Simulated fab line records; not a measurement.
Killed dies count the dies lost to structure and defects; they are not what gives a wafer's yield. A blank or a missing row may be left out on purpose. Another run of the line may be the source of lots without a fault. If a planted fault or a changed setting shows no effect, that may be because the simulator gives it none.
Problem report, 8D (eight disciplines) form, completed by code	flow n5Finfet	the parts of the form that need people (team, actions taken, sign-off) are left out

== 1. WHAT IS WRONG ==
Mean M6_ILD_THK at N5_BEOL_M6_THK_MEAS_01: 172.7 nm over 2 wafers in 2 lots; fault-free wafers: 155.2 nm, standard deviation 2. That puts it +8.7 standard deviations away from the usual mean.
First observed at day 11 04:29: wafer L831.5, on filmMetro-01. The record has a number at this step for 34 wafers belonging to 12 lots. The rule behind "out" and "out of limits": a value lying over 4 standard deviations away from the usual mean. Any other wafer with a number is counted as sound.

== 2. WHAT IT IS, AND WHAT IT ISN'T ==
question	is	is not
which readings at this step	M6_ILD_THK	-
which lots	L831, L832	L822, L823, L825, L834, L835, L836, L840, L841, L843, L844
which wafers of those lots	L831.5, L832.3	L831.6, L832.1
read on which gauges	filmMetro-01, filmMetro-02	-
when	from day 11 04:29	up to then (10 sound wafers); but 22 sound wafers of L832, L834, L835, L836, L840, L841, L843, L844 came after

== 3. THE SUSPECTS, EACH WITH WHAT RULES IT OUT ==
Counting: a tool at a process step up to the reading stays a suspect if it ran every lot that is out. Sound lots after the first of them don't rule it out here, since some wafers of a struck lot are sound.
- the gauge at N5_BEOL_M6_THK_MEAS_01: ruled out. The wafers that are out were read on 2 gauges (filmMetro-01, filmMetro-02).
- pecvd-03 at N5_BEOL_M6_ILD_DEP_00 (deposits SiCOH lowk from DEMS/porogen, target thk 179.75 nm, time 33.4 s): kept. Every lot that is out went through it, the first being L831 (day 11 03:55); the last sound lot it ran before that was L822 (day 8 18:10).
- Within pecvd-03 at N5_BEOL_M6_ILD_DEP_00, the wafers that are out were processed in chamber 0 and their sound lot-mates in chamber 1.
Remaining after the count: pecvd-03 at N5_BEOL_M6_ILD_DEP_00.

== 4. THE CAUSE (what the simulator had put in) ==
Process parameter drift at N5_BEOL_M6_ILD_DEP_00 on pecvd-03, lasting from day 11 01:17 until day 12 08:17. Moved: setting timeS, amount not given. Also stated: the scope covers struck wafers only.
After counting, this tool was the only one left.

== 5. THE EFFECT CHAIN, in route order ==
Rows list readings where the struck wafers' mean (over those with a number) sits beyond 3 standard deviations from the usual. Scope: only readings with a usual standard deviation given in the record; hours: median across lots of the time from each lot's start at the first step in this table that gives one to its start at this step; sigmas: change in usual standard deviations.
hours	step	reading	usual	on struck wafers	change	sigmas
0	N5_BEOL_M6_THK_MEAS_01	M6_ILD_THK	155.2 nm	172.7	+17.5	+8.7

== 6. HOW IT WOULD HAVE BEEN CAUGHT EARLIER ==
The first out-of-limits reading at a measuring or inspecting step in this record came at day 11 04:29, 3 hours after the fault's start at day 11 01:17.
Tool readings at N5_BEOL_M6_ILD_DEP_00 with a usual standard deviation given in the record: none out on any struck wafer, hence no alarm at a limit of 4 standard deviations on them.
Among the 2 lots that are out, L832 began N5_BEOL_M6_ILD_DEP_00 on pecvd-03 after day 11 04:29. It would have been spared by a hold on the tool at that moment.
